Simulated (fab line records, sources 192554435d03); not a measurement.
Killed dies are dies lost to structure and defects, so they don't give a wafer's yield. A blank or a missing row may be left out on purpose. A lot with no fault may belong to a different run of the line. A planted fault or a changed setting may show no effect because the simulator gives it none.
Which of the tools did it? :: flow n5Finfet :: 18 wafers from 6 lots sampled at 4 of the route's 1938 steps

== WHAT THE GAUGES READ, wafer by wafer ==
N5_BEOL_M8_RS_MEAS_57: uses a four-point probe to measure.
lot: L217
measured: day 10 05:48
on: filmMetro-01
M8_RS (ohm/sq): 0.304 0.291 0.290

lot: L218
measured: day 10 12:16
on: filmMetro-01
M8_RS (ohm/sq): 0.282 0.284 0.292

lot: L224
measured: day 11 12:25
on: filmMetro-02
M8_RS (ohm/sq): 0.278 0.294 0.278

lot: L225
measured: day 12 11:13
on: filmMetro-02
M8_RS (ohm/sq): 0.276 0.279 0.277

lot: L232
measured: day 13 20:37
on: filmMetro-02
M8_RS (ohm/sq): 0.297 0.291 0.289

lot: L238
measured: day 15 13:37
on: filmMetro-01
M8_RS (ohm/sq): 0.289 0.285 0.287

== WHICH TOOL RAN EACH LOT (tool, then ch and the chambers of the sampled wafers, then the start) ==
lot: L217
N5_BEOL_M8_STRIP_67: rieDiel-01 ch 1,2,3, day 10 01:22
N5_BEOL_M8_PRE_CLEAN_45: pvdSputter-01, day 10 04:10
N5_BEOL_M8_SPUTTER_48: pvdSputter-01, day 10 04:51

lot: L218
N5_BEOL_M8_STRIP_67: rieDiel-06 ch 2,3, day 10 06:20
N5_BEOL_M8_PRE_CLEAN_45: pvdSputter-01, day 10 10:31
N5_BEOL_M8_SPUTTER_48: pvdSputter-01, day 10 11:12

lot: L224
N5_BEOL_M8_STRIP_67: rieDiel-01 ch 0,2,3, day 11 08:30
N5_BEOL_M8_PRE_CLEAN_45: pvdSputter-03, day 11 10:55
N5_BEOL_M8_SPUTTER_48: pvdSputter-03, day 11 11:28

lot: L225
N5_BEOL_M8_STRIP_67: rieDiel-02 ch 0,2,3, day 12 03:29
N5_BEOL_M8_PRE_CLEAN_45: pvdSputter-03, day 12 09:04
N5_BEOL_M8_SPUTTER_48: pvdSputter-01, day 12 09:53

lot: L232
N5_BEOL_M8_STRIP_67: rieDiel-02 ch 0,2,3, day 13 14:33
N5_BEOL_M8_PRE_CLEAN_45: pvdSputter-02, day 13 18:35
N5_BEOL_M8_SPUTTER_48: pvdSputter-02, day 13 19:23

lot: L238
N5_BEOL_M8_STRIP_67: rieDiel-02 ch 0,1, day 15 07:43
N5_BEOL_M8_PRE_CLEAN_45: pvdSputter-03, day 15 11:35
N5_BEOL_M8_SPUTTER_48: pvdSputter-02, day 15 12:18
- N5_BEOL_M8_STRIP_67: strips in CF4.
- N5_BEOL_M8_PRE_CLEAN_45: time 30 s.
- N5_BEOL_M8_SPUTTER_48: material Cu, target thk 10 nm, time 1.667 s.

== THE ANSWER, worked out from the rows above alone ==
Rule: usual is defined by the lots themselves. The widest of any qualifying gaps counts: lots, ordered by their means at a reading, are off when they make up no more than a third of the lots, leave a main group of 4 or more, and stand apart from it by 3 or more times the standard deviation of that group's means. A main group is skipped when, at the precision printed for the reading in the tables above, its means are all equal. Also off: a lot with no number at a reading for which 4 or more lots have one. The other lots that the step has rows for count as sound.
No lot is off on any of the readings shown, so nothing can be concluded from this.

== WHAT WAS PUT IN BY THE SIMULATOR ==
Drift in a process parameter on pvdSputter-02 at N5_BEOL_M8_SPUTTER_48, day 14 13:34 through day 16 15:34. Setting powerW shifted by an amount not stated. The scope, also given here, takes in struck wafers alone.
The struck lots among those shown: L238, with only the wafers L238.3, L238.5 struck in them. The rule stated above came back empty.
